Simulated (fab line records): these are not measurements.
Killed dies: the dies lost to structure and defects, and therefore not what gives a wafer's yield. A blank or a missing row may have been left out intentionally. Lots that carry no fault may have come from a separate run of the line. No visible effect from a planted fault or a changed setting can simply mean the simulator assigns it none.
fab line records	flow n5Finfet
[record] lots = 7	wafers = 39
route steps=1938 shown BEOL_M8@1332 BEOL_M10@1470 BEOL_M11@1573 BEOL_M14@1770 PASS1_CAP@1873 TV_LITHO@1875 TV_OPEN@1887
startH: hours from the record's opening day to when the first of the lot's shown wafers began	waitH: time in hours since the lot's previous step	" identical to the entry in the row above	L1.1+2: a single row standing in for several wafers	- either no value or no given start	* or withheld: withheld	< > ~ a bound
route shown NAME@n: NAME is a module with steps in the file, n the number in the route of the first one	usual: the fault-free wafers' mean and standard deviation	same: alike in all rows	chamber/n: place in a boat	sites: each site's reading	_std_site: their standard deviation	_edge_site: the outer-site mean with the inner-site mean subtracted	radiusMm: how far each site lies from the wafer's centre	mask NAME#n: copy n	behind: the last tool/chamber to shape the wafer	hold: the reason the lot was held/the length of the hold in hours/how it ended	device: whichever transistor did not switch (one of n, p or np)	end of line: the route-end tests of the same wafers	a step given without rows: its recipe and nothing more	killed: count of dies lost to structure and defects at first sort (not the wafer's yield)	map: a wafer's dies, marking killed ones x, the rest . and places with no die _
set.NAME: setting as actually run; set.NAME@STEP: the setting as run at that earlier step	model.NAME: the simulator's own value behind a step, which no gauge read
lots whose settings were changed on purpose; a table a step, a row a wafer
[[steps]]
[step N5_BEOL_M8_ILD_DEP_00]
[recipe] material = SiCOH_lowk	targetThkA = 1797.5	tempC = 300	precursor = DEMS/porogen	pressureTorr = 5	rfW = 500	timeS = 33.4
lot.wafer	tool	chamber	startH	waitH	set.targetThkA	model.SiCOH_lowk_of_BEOL_M8_ILD_DEP_00.thkNm
L074.2	pecvd-03	2	208.00	0.0	1797.5	180.4
L074.4	"	0	"	"	1797.5	182
L074.6	"	2	"	"	1797.5	183.4
L077.1	pecvd-04	0	215.55	0.0	1182	111.2
L077.2	"	2	"	"	1182	116
L077.3	"	1	"	"	1182	117.2
L077.4	"	2	"	"	1797.5	181.2
L077.5	"	0	"	"	1797.5	177
L077.6	"	1	"	"	1797.5	180.2
L081.1	pecvd-02	2	253.72	0.0	1797.5	181.4
L081.2	"	1	"	"	1797.5	180
L081.3	"	0	"	"	1797.5	177.8
L081.4	"	0	"	"	1797.5	182.6
L081.5	"	2	"	"	1797.5	183.2
L081.6	"	1	"	"	1797.5	182
L085.1	pecvd-03	2	268.13	0.0	1266	126.6
L085.2	"	1	"	"	1797.5	179.2
L085.3	"	0	"	"	1266	127.4
L085.4	"	0	"	"	1266	127.2
L085.5	"	2	"	"	1797.5	183.2
L085.6	"	1	"	"	1797.5	179.6
L089.1	pecvd-03	1	290.55	0.0	2260	231.6
L089.2	"	0	"	"	2260	226.2
L089.3	"	2	"	"	2260	228.2
L089.4	"	2	"	"	1797.5	184.8
L089.5	"	0	"	"	1797.5	184.4
L089.6	"	1	"	"	1797.5	186.6
L093.1	pecvd-02	0	327.08	0.0	1797.5	176.8
L093.2	"	1	"	"	1797.5	176.4
L093.3	"	2	"	"	1288	128.2
L093.4	"	2	"	"	1797.5	182.6
L093.5	"	1	"	"	1288	132
L093.6	"	0	"	"	1288	130.2
L096.1	pecvd-04	0	346.16	0.0	1797.5	177.8
L096.2	"	2	"	"	1797.5	179.6
L096.3	"	1	"	"	1495	149.6
L096.4	"	2	"	"	1797.5	179.8
L096.5	"	0	"	"	1495	149
L096.6	"	1	"	"	1495	150.2
[step N5_BEOL_M8_CURE_74]
[recipe] tempC = 385	timeS = 240	ambient = He/Ar	material = SiCOH_lowk
lot.wafer	tool	chamber	startH	waitH	set.targetThkA@BEOL_M8_ILD_DEP_00	model.SiCOH_lowk_of_BEOL_M8_ILD_DEP_00.thkNm
L074.2	uvCure-03	1	208.23	0.2	1797.5	155.6
L074.4	"	1	"	"	1797.5	157
L074.6	"	1	"	"	1797.5	158.2
L077.1	uvCure-02	1	215.62	0.0	1182	95.4
L077.2	"	1	"	"	1182	99.6
L077.3	"	1	"	"	1182	100.6
L077.4	"	1	"	"	1797.5	156.2
L077.5	"	1	"	"	1797.5	152.6
L077.6	"	1	"	"	1797.5	155.4
L081.1	uvCure-01	2	253.78	0.0	1797.5	156.4
L081.2	"	2	"	"	1797.5	155.2
L081.3	"	2	"	"	1797.5	153.4
L081.4	"	2	"	"	1797.5	157.4
L081.5	"	2	"	"	1797.5	158
L081.6	"	2	"	"	1797.5	157
L085.1	uvCure-03	0	268.20	0.0	1266	108.8
L085.2	"	0	"	"	1797.5	154.6
L085.3	"	0	"	"	1266	109.6
L085.4	"	0	"	"	1266	109.4
L085.5	"	0	"	"	1797.5	158
L085.6	"	0	"	"	1797.5	155
L089.1	uvCure-02	2	290.61	0.0	2260	200.4
L089.2	"	2	"	"	2260	195.6
L089.3	"	2	"	"	2260	197.4
L089.4	"	2	"	"	1797.5	159.4
L089.5	"	2	"	"	1797.5	159
L089.6	"	2	"	"	1797.5	160.8
L093.1	uvCure-02	0	327.15	0.0	1797.5	152.4
L093.2	"	0	"	"	1797.5	152.2
L093.3	"	0	"	"	1288	110.2
L093.4	"	0	"	"	1797.5	157.4
L093.5	"	0	"	"	1288	113.4
L093.6	"	0	"	"	1288	111.8
L096.1	uvCure-02	1	346.23	0.0	1797.5	153.2
L096.2	"	1	"	"	1797.5	155
L096.3	"	1	"	"	1495	128.8
L096.4	"	1	"	"	1797.5	155.2
L096.5	"	1	"	"	1495	128.2
L096.6	"	1	"	"	1495	129.2
[step N5_BEOL_M8_THK_MEAS_01]
[recipe] reads = SiCOH_lowk_of_BEOL_M8_ILD_DEP_00
[usual] M8_ILD_THK = 155.3/2.2
lot.wafer	tool	chamber	startH	waitH	set.targetThkA@BEOL_M8_ILD_DEP_00	M8_ILD_THK[nm]
L074.2	filmMetro-02	-	209.06	0.7	1797.5	155.5
L074.4	"	-	"	"	1797.5	157.0
L074.6	"	-	"	"	1797.5	158.2
L077.1	filmMetro-02	-	216.31	0.6	1182	95.5
L077.2	"	-	"	"	1182	99.7
L077.3	"	-	"	"	1182	100.8
L077.4	"	-	"	"	1797.5	156.2
L077.5	"	-	"	"	1797.5	152.6
L077.6	"	-	"	"	1797.5	155.3
L081.1	filmMetro-02	-	254.29	0.4	1797.5	156.5
L081.2	"	-	"	"	1797.5	155.4
L081.3	"	-	"	"	1797.5	153.3
L081.4	"	-	"	"	1797.5	157.5
L081.5	"	-	"	"	1797.5	158.0
L081.6	"	-	"	"	1797.5	157.0
L085.1	filmMetro-01	-	268.71	0.4	1266	108.7
L085.2	"	-	"	"	1797.5	154.6
L085.3	"	-	"	"	1266	109.5
L085.4	"	-	"	"	1266	109.5
L085.5	"	-	"	"	1797.5	158.1
L085.6	"	-	"	"	1797.5	154.9
L089.1	filmMetro-01	-	291.13	0.4	2260	200.3
L089.2	"	-	"	"	2260	195.7
L089.3	"	-	"	"	2260	197.5
L089.4	"	-	"	"	1797.5	159.4
L089.5	"	-	"	"	1797.5	159.1
L089.6	"	-	"	"	1797.5	161.0
L093.1	filmMetro-02	-	327.66	0.4	1797.5	152.4
L093.2	"	-	"	"	1797.5	152.1
L093.3	"	-	"	"	1288	110.3
L093.4	"	-	"	"	1797.5	157.4
L093.5	"	-	"	"	1288	113.5
L093.6	"	-	"	"	1288	111.8
L096.1	filmMetro-02	-	346.74	0.4	1797.5	153.3
L096.2	"	-	"	"	1797.5	154.9
L096.3	"	-	"	"	1495	128.9
L096.4	"	-	"	"	1797.5	155.1
L096.5	"	-	"	"	1495	128.2
L096.6	"	-	"	"	1495	129.3
[step N5_BEOL_M10_ILD_DEP_00]
[recipe] material = SiCOH_lowk	targetThkA = 3085.1	tempC = 300	precursor = DEMS/porogen	pressureTorr = 5	rfW = 500	timeS = 58
lot.wafer	tool	chamber	startH	waitH	set.timeS	model.SiCOH_lowk_of_BEOL_M10_ILD_DEP_00.thkNm
L074.2	pecvd-04	2	221.72	0.0	58	302.8
L074.4	"	2	"	"	58	311.2
L074.6	"	1	"	"	58	313.2
L077.1	pecvd-01	0	231.69	0.0	58	302.6
L077.2	"	1	"	"	58	306.8
L077.3	"	2	"	"	87.02	453.2
L077.4	"	0	"	"	87.02	462
L077.5	"	2	"	"	58	307.6
L077.6	"	1	"	"	87.02	458.2
L081.1	pecvd-01	1	275.27	0.0	74.58	394.4
L081.2	"	0	"	"	58	308.8
L081.3	"	2	"	"	74.58	390.6
L081.4	"	1	"	"	74.58	397
L081.5	"	2	"	"	58	306.6
L081.6	"	0	"	"	58	310.8
L085.1	pecvd-04	0	283.34	0.0	58	301.2
L085.2	"	2	"	"	58	305.8
L085.3	"	1	"	"	58	309.2
L085.4	"	0	"	"	58	307.2
L085.5	"	1	"	"	58	316.4
L085.6	"	2	"	"	58	311.4
L089.1	pecvd-01	1	308.80	0.0	58	309.6
L089.2	"	2	"	"	66.73	352.2
L089.3	"	0	"	"	66.73	357.2
L089.4	"	2	"	"	66.73	356.2
L089.5	"	1	"	"	58	312.2
L089.6	"	0	"	"	58	319
L093.1	pecvd-03	1	343.64	0.0	58	297.6
L093.2	"	2	"	"	58	301.6
L093.3	"	1	"	"	58	303.8
L093.4	"	2	"	"	58	304.6
L093.5	"	2	"	"	58	303
L093.6	"	1	"	"	58	301.2
L096.1	pecvd-04	1	366.58	0.0	82.5	431.6
L096.2	"	2	"	"	58	306
L096.3	"	0	"	"	82.5	434.2
L096.4	"	1	"	"	58	312.8
L096.5	"	2	"	"	82.5	433.6
L096.6	"	0	"	"	58	305.6
[step N5_BEOL_M10_CURE_71]
[recipe] tempC = 385	timeS = 240	ambient = He/Ar	material = SiCOH_lowk
lot.wafer	tool	chamber	startH	waitH	set.timeS@BEOL_M10_ILD_DEP_00	model.SiCOH_lowk_of_BEOL_M10_ILD_DEP_00.thkNm
L074.2	uvCure-02	0	221.90	0.2	58	263
L074.4	"	0	"	"	58	270.4
L074.6	"	0	"	"	58	272
L077.1	uvCure-03	1	231.77	0.0	58	262.8
L077.2	"	1	"	"	58	266.4
L077.3	"	1	"	"	87.02	396.8
L077.4	"	1	"	"	87.02	404.8
L077.5	"	1	"	"	58	267.2
L077.6	"	1	"	"	87.02	401.4
L081.1	uvCure-03	1	275.35	0.0	74.58	344.2
L081.2	"	1	"	"	58	268.2
L081.3	"	1	"	"	74.58	341
L081.4	"	1	"	"	74.58	346.6
L081.5	"	1	"	"	58	266.2
L081.6	"	1	"	"	58	270
L085.1	uvCure-01	0	283.42	0.0	58	261.6
L085.2	"	0	"	"	58	265.6
L085.3	"	0	"	"	58	268.6
L085.4	"	0	"	"	58	266.8
L085.5	"	0	"	"	58	275
L085.6	"	0	"	"	58	270.6
L089.1	uvCure-03	0	308.88	0.0	58	269
L089.2	"	0	"	"	66.73	306.8
L089.3	"	0	"	"	66.73	311.2
L089.4	"	0	"	"	66.73	310.4
L089.5	"	0	"	"	58	271.4
L089.6	"	0	"	"	58	277.4
L093.1	uvCure-02	0	343.74	0.1	58	258.4
L093.2	"	0	"	"	58	261.8
L093.3	"	0	"	"	58	264
L093.4	"	0	"	"	58	264.6
L093.5	"	0	"	"	58	263.2
L093.6	"	0	"	"	58	261.6
L096.1	uvCure-02	1	366.66	0.0	82.5	377.4
L096.2	"	1	"	"	58	265.8
L096.3	"	1	"	"	82.5	379.8
L096.4	"	1	"	"	58	271.8
L096.5	"	1	"	"	82.5	379.2
L096.6	"	1	"	"	58	265.4
[step N5_BEOL_M10_THK_MEAS_01]
[recipe] reads = SiCOH_lowk_of_BEOL_M10_ILD_DEP_00
[usual] M10_ILD_THK = 267/4
lot.wafer	tool	chamber	startH	waitH	set.timeS@BEOL_M10_ILD_DEP_00	M10_ILD_THK[nm]
L074.2	filmMetro-01	-	222.34	0.4	58	263
L074.4	"	-	"	"	58	271
L074.6	"	-	"	"	58	272
L077.1	filmMetro-01	-	232.28	0.4	58	263
L077.2	"	-	"	"	58	267
L077.3	"	-	"	"	87.02	397
L077.4	"	-	"	"	87.02	404
L077.5	"	-	"	"	58	267
L077.6	"	-	"	"	87.02	401
L081.1	filmMetro-02	-	275.86	0.4	74.58	344
L081.2	"	-	"	"	58	268
L081.3	"	-	"	"	74.58	341
L081.4	"	-	"	"	74.58	347
L081.5	"	-	"	"	58	266
L081.6	"	-	"	"	58	270
L085.1	filmMetro-02	-	284.41	0.8	58	262
L085.2	"	-	"	"	58	266
L085.3	"	-	"	"	58	269
L085.4	"	-	"	"	58	267
L085.5	"	-	"	"	58	275
L085.6	"	-	"	"	58	271
L089.1	filmMetro-02	-	309.89	0.8	58	269
L089.2	"	-	"	"	66.73	307
L089.3	"	-	"	"	66.73	311
L089.4	"	-	"	"	66.73	310
L089.5	"	-	"	"	58	271
L089.6	"	-	"	"	58	277
L093.1	filmMetro-01	-	344.26	0.4	58	258
L093.2	"	-	"	"	58	262
L093.3	"	-	"	"	58	264
L093.4	"	-	"	"	58	264
L093.5	"	-	"	"	58	263
L093.6	"	-	"	"	58	262
L096.1	filmMetro-01	-	367.17	0.4	82.5	377
L096.2	"	-	"	"	58	266
L096.3	"	-	"	"	82.5	380
L096.4	"	-	"	"	58	272
L096.5	"	-	"	"	82.5	379
L096.6	"	-	"	"	58	265
[step N5_BEOL_M11_ETCH_66]
[recipe] chemistry = N2/H2	target = SOC	targetDepthA = 1200	overetchA = 240	maskMaterial = SiARC	tempC = 40	timeS = 180	ionEnergyEv = 200	pressureMtorr = 30	sourceW = 840	biasW = 150	n2FlowSccm = 200	h2FlowSccm = 200
lot.wafer	tool	chamber	startH	waitH	set.timeS	model.SiARC_of_BEOL_M11_COAT_64.thkNm
L074.2	rieDiel-04	0	232.05	0.0	180	23
L074.4+6	"	3	"	"	180	22.8
L077.1	rieDiel-05	2	243.63	0.0	180	23
L077.2+4+6	"	1,0,1	"	"	284.2	18.6
L077.3	"	3	"	"	180	23.2
L077.5	"	0	"	"	180	22.8
L081.1	rieDiel-04	2	287.42	0.1	180	22.6
L081.2+4+6	"	0	"	"	180	23
L081.3+5	"	2	"	"	180	22.4
L085.1	rieDiel-04	1	298.74	0.0	145.8	23.6
L085.2	"	3	"	"	145.8	24.2
L085.3	"	0	"	"	180	23
L085.4	"	2	"	"	145.8	23.8
L085.5	"	1	"	"	180	22
L085.6	"	2	"	"	180	22.4
L089.1+3+4+5	rieDiel-05	1,0,1,0	322.13	0.0	180	22.8
L089.2+6	"	3	"	"	180	23.2
L093.1+3	rieDiel-01	2,0	355.94	0.0	180	23
L093.2+5	"	3,2	"	"	109.1	25.8
L093.4	"	1	"	"	109.1	25.6
L093.6	"	1	"	"	180	22.8
L096.1+2+6	rieDiel-01	2,3,3	380.81	0.0	180	22.6
L096.3	"	1	"	"	247.7	20
L096.4+5	"	0	"	"	247.7	20.2
[step N5_BEOL_M14_DEP_53]
[recipe] material = SiCN	targetThkA = 500	tempC = withheld	precursor = 3MS/NH3	pressureTorr = 3	rfW = 675	timeS = 17.8
lot.wafer	tool	chamber	startH	waitH	set.timeS	model.SiCN_of_BEOL_M14_DEP_53.thkNm
L074.2	pecvd-03	2	254.42	0.0	17.8	50.6
L074.4	"	2	"	"	17.8	50.4
L074.6	"	0	"	"	17.8	51.4
L077.1	pecvd-03	0	269.36	0.0	17.8	49.8
L077.2+5	"	1	"	"	17.8	49.6
L077.3	"	2	"	"	17.8	49.4
L077.4	"	0	"	"	17.8	50.8
L077.6	"	2	"	"	17.8	50.4
L081.1	pecvd-03	0	316.75	0.0	26.7	74.4
L081.2	"	1	"	"	17.8	50
L081.3	"	2	"	"	17.8	50.4
L081.4	"	0	"	"	26.7	75.4
L081.5	"	2	"	"	17.8	50.6
L081.6	"	1	"	"	26.7	75
L085.1	pecvd-03	2	319.73	0.0	17.8	49.2
L085.2+3	"	0	"	"	17.8	50.6
L085.4	"	2	"	"	7.577	22
L085.5	"	2	"	"	7.577	21.6
L085.6	"	0	"	"	7.577	23
L089.1	pecvd-04	0	342.02	0.0	17.8	50
L089.2	"	1	"	"	13.91	39.2
L089.3	"	2	"	"	13.91	38.2
L089.4	"	2	"	"	17.8	49.8
L089.5	"	1	"	"	17.8	50.2
L089.6	"	0	"	"	13.91	39.8
L093.1	pecvd-01	2	379.88	0.0	17.8	49.4
L093.2	"	1	"	"	17.8	50
L093.3+6	"	0,2	"	"	17.8	50.4
L093.4	"	0	"	"	17.8	51.2
L093.5	"	1	"	"	17.8	51
L096.1	pecvd-01	1	402.46	0.0	27.84	77
L096.2	"	2	"	"	27.84	76.2
L096.3	"	0	"	"	27.84	77.4
L096.4+6	"	0,2	"	"	17.8	50.4
L096.5	"	1	"	"	17.8	51
[step N5_PASSIVATION_PECVD_55]
[recipe] material = SiO2	targetThkA = 4000	tempC = 400	precursor = SiH4/N2O	pressureTorr = 2.7	rfW = 608	timeS = 22.5
lot.wafer	tool	chamber	startH	waitH	set.timeS	model.SiO2_of_PASSIVATION_PECVD_55.thkNm
L074.2	pecvd-01	1	268.68	0.0	22.5	393.2
L074.4	"	2	"	"	22.5	408.2
L074.6	"	0	"	"	22.5	399
L077.1	pecvd-04	2	281.02	0.0	18.06	316.6
L077.2	"	1	"	"	22.5	394.4
L077.3	"	0	"	"	22.5	395.2
L077.4	"	1	"	"	18.06	319
L077.5	"	0	"	"	18.06	318.8
L077.6	"	2	"	"	22.5	399
L081.1	pecvd-01	1	333.37	0.0	22.5	390.8
L081.2	"	0	"	"	32.55	570.2
L081.3	"	2	"	"	22.5	398
L081.4	"	1	"	"	32.55	575.6
L081.5	"	2	"	"	22.5	407.8
L081.6	"	0	"	"	32.55	576
L085.1	pecvd-04	0	334.63	0.0	22.5	401.2
L085.2	"	1	"	"	28.5	502.4
L085.3	"	2	"	"	28.5	509
L085.4	"	0	"	"	28.5	516.4
L085.5	"	2	"	"	22.5	406.8
L085.6	"	1	"	"	22.5	402.4
L089.1	pecvd-01	2	353.44	0.0	22.5	401.8
L089.2	"	0	"	"	35.72	633
L089.3	"	1	"	"	22.5	392.6
L089.4	"	2	"	"	22.5	406.8
L089.5	"	0	"	"	35.72	634.4
L089.6	"	1	"	"	35.72	640
L093.1	pecvd-01	1	392.95	0.0	22.5	389.4
L093.2	"	0	"	"	22.5	392
L093.3	"	2	"	"	22.5	400.8
L093.4	"	2	"	"	22.5	407.2
L093.5	"	0	"	"	22.5	400
L093.6	"	1	"	"	22.5	400.2
L096.1	pecvd-01	1	418.31	0.0	32.59	573.8
L096.2	"	2	"	"	22.5	396
L096.3	"	0	"	"	32.59	565.6
L096.4	"	0	"	"	22.5	397.2
L096.5	"	1	"	"	22.5	397.8
L096.6	"	2	"	"	32.59	590.2
[step N5_PASSIVATION_PECVD_01]
[recipe] material = SiNx	targetThkA = 2000	tempC = 400	precursor = SiH4/NH3/N2	pressureTorr = 4.9	rfW = 1406	timeS = 43.2
[step N5_PASSIVATION_HMDS_03]
[recipe] timeS = 60	tempC = 120
[step N5_PASSIVATION_DESCUM_12]
[recipe] chemistry = O2	timeS = 7.9	sourcePowerW = 50	biasPowerW = 20	pressureMtorr = 20	rfFrequencyHz = 2.712e+07	tempC = 40	o2FlowSccm = 225
[step N5_PASSIVATION_PASS_ETCH_74]
[recipe] chemistry = CF4/O2	target = SiNx	targetDepthA = 2200	timeS = 110	ionEnergyEv = 100	pressureMtorr = 40	sourceW = 535	biasW = 49	Ar_flow_sccm = 100	cf4FlowSccm = 100	O2_flow_sccm = 10
[step N5_PASSIVATION_VIA_ETCH_13]
[recipe] chemistry = CHF3/O2	target = SiO2	targetDepthA = 6600	CHF3_flow_sccm = 50	O2_flow_sccm = 5	Ar_flow_sccm = 200	timeS = 330	maskMaterial = PR	pressureMtorr = 30	sourceW = 650	biasW = 170	ionEnergyEv = 200	ends = cleared
[usual] etchRfOnTimeS = 237/6.2
lot.wafer	tool	chamber	startH	waitH	set.timeS@PASSIVATION_PECVD_55	etchRfOnTimeS	model.TV_OPEN.cdOffsetNm
L074.2	rieDiel-05	1	270.80	0.0	22.5	233	1.4
L074.4	"	3	"	"	22.5	248	2.6
L074.6	"	2	"	"	22.5	239	1.6
L077.1	rieDiel-05	1	281.98	0.0	18.06	190	2.8
L077.2	"	3	"	"	22.5	241	3.2
L077.3	"	2	"	"	22.5	236	2
L077.4	"	1	"	"	18.06	191	3
L077.5	"	2	"	"	18.06	189	3
L077.6	"	3	"	"	22.5	246	2.6
L081.1	rieDiel-04	1	335.23	0.0	22.5	217	1.2
L081.2	"	0	"	"	32.55	335	-0.6
L081.3	"	3	"	"	22.5	238	2.4
L081.4	"	2	"	"	32.55	329	0.8
L081.5	"	0	"	"	22.5	239	1.2
L081.6	"	3	"	"	32.55	340	-0.2
L085.1	rieDiel-05	1	335.71	0.0	22.5	240	2.4
L085.2	"	3	"	"	28.5	309	1.8
L085.3	"	0	"	"	28.5	301	0.6
L085.4	"	0	"	"	28.5	303	0.8
L085.5	"	1	"	"	22.5	243	2.4
L085.6	"	3	"	"	22.5	248	3.4
L089.1	rieDiel-01	3	354.50	0.0	22.5	244	1.8
L089.2	"	0	"	"	35.72	376	-0.8
L089.3	"	2	"	"	22.5	236	2.2
L089.4	"	1	"	"	22.5	246	1.8
L089.5	"	2	"	"	35.72	377	-0.2
L089.6	"	3	"	"	35.72	392	-0.8
L093.1	rieDiel-01	3	393.86	0.0	22.5	232	1.6
L093.2	"	2	"	"	22.5	232	2.4
L093.3	"	0	"	"	22.5	240	2.2
L093.4	"	1	"	"	22.5	244	2.2
L093.5	"	1	"	"	22.5	238	2
L093.6	"	2	"	"	22.5	237	2.4
L096.1	rieDiel-05	1	421.34	0.0	32.59	343	-0.4
L096.2	"	3	"	"	22.5	240	1.6
L096.3	"	0	"	"	32.59	332	-0.2
L096.4	"	2	"	"	22.5	239	1.2
L096.5	"	2	"	"	22.5	240	1.4
L096.6	"	1	"	"	32.59	351	-0.6
[step N5_PASSIVATION_STRIP_14]
[recipe] chemistry = O2	powerW = 600	tempC = 60	pressureMtorr = 30	rfFrequencyHz = 6e+07	biasPowerW = 0	overashFraction = 0.5	o2FlowSccm = 225
[step N5_PASSIVATION_ETCH_15]
[recipe] chemistry = CF4/N2	target = SiCN	targetDepthA = 750	taperDeg = 2	timeS = 81.2	ionEnergyEv = 150	maskMaterial = SiNx	pressureMtorr = 40	sourceW = 430	biasW = 70	Ar_flow_sccm = 100	cf4FlowSccm = 60	n2FlowSccm = 60
lot.wafer	tool	chamber	startH	waitH	set.timeS@PASSIVATION_PECVD_55	model.TV_OPEN.cdOffsetNm
L074.2	rieDiel-05	1	-	-	22.5	1.4
L074.4	"	3	"	"	22.5	2.4
L074.6	"	2	"	"	22.5	1.8
L077.1	rieDiel-05	1	-	-	18.06	2.8
L077.2	"	3	"	"	22.5	3.2
L077.3	"	2	"	"	22.5	2.2
L077.4+5	"	1,2	"	"	18.06	3
L077.6	"	3	"	"	22.5	2.6
L081.1	rieDiel-04	1	-	-	22.5	1.4
L081.2	"	0	"	"	32.55	-0.6
L081.3	"	3	"	"	22.5	2.4
L081.4	"	2	"	"	32.55	0.8
L081.5	"	0	"	"	22.5	1.2
L081.6	"	3	"	"	32.55	-0.2
L085.1+5	rieDiel-05	1	-	-	22.5	2.4
L085.2	"	3	"	"	28.5	1.6
L085.3	"	0	"	"	28.5	0.4
L085.4	"	0	"	"	28.5	0.8
L085.6	"	3	"	"	22.5	3.2
L089.1	rieDiel-01	3	-	-	22.5	2
L089.2+6	"	0,3	"	"	35.72	-0.8
L089.3	"	2	"	"	22.5	2.2
L089.4	"	1	"	"	22.5	1.8
L089.5	"	2	"	"	35.72	-0.2
L093.1+5	rieDiel-01	3,1	-	-	22.5	1.8
L093.2+3	"	2,0	"	"	22.5	2.4
L093.4	"	1	"	"	22.5	2.2
L093.6	"	2	"	"	22.5	2.6
L096.1	rieDiel-05	1	-	-	32.59	-0.6
L096.2+5	"	3,2	"	"	22.5	1.4
L096.3	"	0	"	"	32.59	-0.4
L096.4	"	2	"	"	22.5	1.2
L096.6	"	1	"	"	32.59	-0.8
[[key]]
[split] step = N5_BEOL_M8_ILD_DEP_00	setting = targetThkA	stated = 1797.5	by = wafer
[response] step = N5_BEOL_M8_ILD_DEP_00	reading = model.SiCOH_lowk_of_BEOL_M8_ILD_DEP_00.thkNm	change = +1.79	per = 1%	r = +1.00
[response] step = N5_BEOL_M8_CURE_74	reading = model.SiCOH_lowk_of_BEOL_M8_ILD_DEP_00.thkNm	change = +1.56	per = 1%	r = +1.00
[response] step = N5_BEOL_M8_THK_MEAS_01	reading = M8_ILD_THK	change = +1.55	per = 1%	r = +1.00
[split] step = N5_BEOL_M10_ILD_DEP_00	setting = timeS	stated = 58	by = wafer
[response] step = N5_BEOL_M10_ILD_DEP_00	reading = model.SiCOH_lowk_of_BEOL_M10_ILD_DEP_00.thkNm	change = +2.99	per = 1%	r = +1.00
[response] step = N5_BEOL_M10_CURE_71	reading = model.SiCOH_lowk_of_BEOL_M10_ILD_DEP_00.thkNm	change = +2.66	per = 1%	r = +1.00
[response] step = N5_BEOL_M10_THK_MEAS_01	reading = M10_ILD_THK	change = +2.66	per = 1%	r = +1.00
[split] step = N5_BEOL_M11_ETCH_66	setting = timeS	stated = 180	by = wafer
[response] step = N5_BEOL_M11_ETCH_66	reading = model.SiARC_of_BEOL_M11_COAT_64.thkNm	change = -0.0725	per = 1%	r = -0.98
[split] step = N5_BEOL_M14_DEP_53	setting = timeS	stated = 17.8	by = wafer
[response] step = N5_BEOL_M14_DEP_53	reading = model.SiCN_of_BEOL_M14_DEP_53.thkNm	change = +0.482	per = 1%	r = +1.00
[split] step = N5_PASSIVATION_PECVD_55	setting = timeS	stated = 22.5	by = wafer
[response] step = N5_PASSIVATION_PECVD_55	reading = model.SiO2_of_PASSIVATION_PECVD_55.thkNm	change = +3.98	per = 1%	r = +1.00
[response] step = N5_PASSIVATION_VIA_ETCH_13	reading = etchRfOnTimeS	change = *	per = 1%	r = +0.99
[response] step = N5_PASSIVATION_VIA_ETCH_13	reading = model.TV_OPEN.cdOffsetNm	change = -0.0411	per = 1%	r = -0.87
[response] step = N5_PASSIVATION_ETCH_15	reading = model.TV_OPEN.cdOffsetNm	change = -0.0427	per = 1%	r = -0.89
